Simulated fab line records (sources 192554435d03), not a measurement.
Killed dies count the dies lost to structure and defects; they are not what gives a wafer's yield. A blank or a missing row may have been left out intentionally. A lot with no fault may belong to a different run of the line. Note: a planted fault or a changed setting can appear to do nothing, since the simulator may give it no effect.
3 desks looking at one fault	flow n5 finfet	numbers are kept per desk, each desk with only its own; the story behind them comes last

== THE DEFECT DESK ==
What the inspections along the route counted, lot by lot: means of the sampled wafers that have a number. Marked OUT: a lot whose mean sits more than 4 standard deviations from the usual mean, which makes it out of limits; the brackets give that distance.
Columns: A = raw defect count at N5_SDB_INSPECT_13, usual 77
lot	first seen here	A
L678	day 4 16:05	76
L679	day 4 17:52	85
L691	day 7 18:01	64
L692	day 8 01:33	93
L694	day 8 13:56	107
L695	day 8 16:17	35
L696	day 8 23:04	67
L697	day 9 05:20	51
L698	day 9 11:55	46
This desk's verdict: no lot among the 9 shows anything out of limits.

== THE TOOL OWNER'S DESK: rie si-04 ==
The tool's own readings at N5_SDB_CUT_ETCH_26 (etches Si in HBr/Cl2/O2, target depth 129.6 nm, bt time 20 s, time 51.8 s): means of the sampled wafers that have a number, for each lot that ran on this tool. Marked OUT: a lot whose mean sits more than 4 standard deviations from the usual mean, which makes it out of limits; the brackets give that distance.
Columns: A = HBr_flow_sccm at N5_SDB_CUT_ETCH_26, usual 150.0 sccm; B = O2_flow_sccm at N5_SDB_CUT_ETCH_26, usual 12.00 sccm; C = drypump motor current A at N5_SDB_CUT_ETCH_26, usual 5.88 A; D = oes product au at N5_SDB_CUT_ETCH_26, usual 1.007 a.u.; E = throttle valve pct at N5_SDB_CUT_ETCH_26, usual 37.3 %
lot	first seen here	A	B	C	D	E
L678	day 4 18:54	150.3	11.99	5.84	1.011	37.7
L694	day 8 14:38	150.1	12.00	5.82	1.014	37.4
L698	day 9 13:01	149.7	12.03	5.84	1.011	37.7
This desk's verdict: no lot among the 3 shows anything out of limits.

== FROM THE METROLOGY DESK ==
Lot by lot, what the gauges showed, no matter which tool ran the lot: averages of those sampled wafers that carry a number. Marked OUT: a lot whose mean sits more than 4 standard deviations from the usual mean, which makes it out of limits; the brackets give that distance. 7 of its 10 readings are shown, namely those furthest out on some lot.
Columns: A = DIBL_N at N5_BEOL_M4_RC_MEAS_101, usual 36.1 mV/V; B = DIBL_P at N5_BEOL_M4_RC_MEAS_101, usual 36.4 mV/V; C = IOFF_P at N5_BEOL_M4_RC_MEAS_101, usual 0.22 nA/um; D = ION_P at N5_BEOL_M4_RC_MEAS_101, usual 462 uA/um; E = SS_N at N5_BEOL_M4_RC_MEAS_101, usual 71.6 mV/dec; F = SS_P at N5_BEOL_M4_RC_MEAS_101, usual 73.3 mV/dec; G = VT_P at N5_BEOL_M4_RC_MEAS_101, usual -250 mV
lot	first seen here	A	B	C	D	E	F	G
L678	day 9 07:29	32.1	31.9	0.16	454	70.6	72.2	-253
L679	day 9 12:37	36.3	37.3	0.20	462	71.7	73.5	-250
L694	day 13 21:09	36.3	36.6	0.21	462	71.5	73.5	-251
L695	day 13 22:59	34.1	34.1	0.22	474	71.5	72.4	-246
L696	day 14 07:13	35.5	34.1	0.19	463	71.1	72.8	-251
L697	day 14 14:57	33.5	33.8	0.16	453	71.1	72.0	-254
L698	day 14 16:37	36.5	34.9	0.16	444	71.6	72.6	-256
This desk's verdict: no lot among the 7 shows anything out of limits.

== ALL TOGETHER ==
No out-of-limits result turned up at the defect desk.
The desk of the tool owner found nothing out of limits.
The metrology desk saw nothing out of limits.

== WHAT WAS PUT IN BY THE SIMULATOR ==
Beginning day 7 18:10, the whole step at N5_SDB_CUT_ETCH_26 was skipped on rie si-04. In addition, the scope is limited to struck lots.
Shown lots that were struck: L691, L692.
